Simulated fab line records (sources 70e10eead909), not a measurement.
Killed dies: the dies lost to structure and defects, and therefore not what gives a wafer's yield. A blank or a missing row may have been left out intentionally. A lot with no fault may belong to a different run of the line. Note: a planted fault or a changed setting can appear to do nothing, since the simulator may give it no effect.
Code-filled problem report in 8D (eight disciplines) form ; flow nand-harc ; the parts of the form that need people (team, actions taken, sign-off) are left out

## 1. THE PROBLEM
Wafers without a fault read 54, standard deviation 16; killed-at-array at NHARC_END_SORT_01 reads a mean of 671 on 4 wafers belonging to 2 lots. Measured from the usual mean, that is +39 standard deviations.
Seen first at day 28 03:55 on prober-01, wafer L661.3. The record has a number at this step for 6 wafers belonging to 2 lots. The rule behind "out" and "out of limits": a value lying over 4 standard deviations away from the usual mean. The rest of the wafers with a number are treated as sound.

## 2. WHAT IT IS; WHAT IT IS NOT
question;is;is not
which readings at this step;killed-at-array, killed-dies;killed-at-other, killed-open, killed-short
which lots;L661, L663;-
which wafers of those lots;L661.3, L661.4, L663.1, L663.4;L661.5, L663.6
read on which gauges;prober-01;-
when;from day 28 03:55;"up to then (0 sound wafers); but 2 sound wafers of L661, L663 came after"

## 3. SUSPECTS, AND WHAT RULES EACH OUT
Counting: a tool at a process step up to the reading stays a suspect if it ran every lot that is out. Sound lots after the first of them don't rule it out here, since some wafers of a struck lot are sound.
- the gauge at NHARC_END_SORT_01: kept. All the wafers that are out were read on prober-01, and no step on other tools shows them out.
- pecvd-04 at NHARC_A_SGD_CUT_DEP_00 (deposits SiNx, target thk 50 nm): kept. It ran every lot that is out, first L661 (day 22 13:31).
- rie-diel-10 at NHARC_HYBRID_BOND_ACTIVATE_00 (chemistry N2, time 60 s): kept. It ran every lot that is out, first L661 (day 26 17:24).
Left after counting: pecvd-04 at NHARC_A_SGD_CUT_DEP_00, rie-diel-10 at NHARC_HYBRID_BOND_ACTIVATE_00, prober-01 at NHARC_END_SORT_01.

## 4. THE CAUSE (what the simulator had put in)
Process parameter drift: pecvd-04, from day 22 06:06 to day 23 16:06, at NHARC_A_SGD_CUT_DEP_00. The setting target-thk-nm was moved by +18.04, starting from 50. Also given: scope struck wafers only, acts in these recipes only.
After counting, 3 suspects remain, this tool included.

## 5. SEQUENCE OF EFFECTS, ordered by route
Rows list readings where the struck wafers' mean (over those with a number) sits beyond 3 standard deviations from the usual. Readings are gone through only where the record gives a usual standard deviation; hours: the median, over the lots, of the time from a lot's start at the first step in this table giving one to that lot's start at this step; sigmas: the change measured in usual standard deviations.
hours;step;reading;usual;on struck wafers;change;sigmas
0;NHARC_END_SORT_01;killed-at-array;54;671;+617;+39
0;NHARC_END_SORT_01;killed-dies;58;677;+619;+39

## 6. HOW IT WOULD HAVE BEEN CAUGHT EARLIER
Counted from the fault's start at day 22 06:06, it took 142 hours until the first out-of-limits reading at a measuring or inspecting step in this record, taken at day 28 03:55.
Of the tool readings at NHARC_A_SGD_CUT_DEP_00 for which the record gives a usual standard deviation, none was out on any struck wafer, so an alarm limit of 4 standard deviations on them would not have fired.
Each of the lots that are out, 2 in all, had begun NHARC_A_SGD_CUT_DEP_00 on pecvd-04 no later than day 28 03:55. None of them would have been spared by holding the tool at that moment.
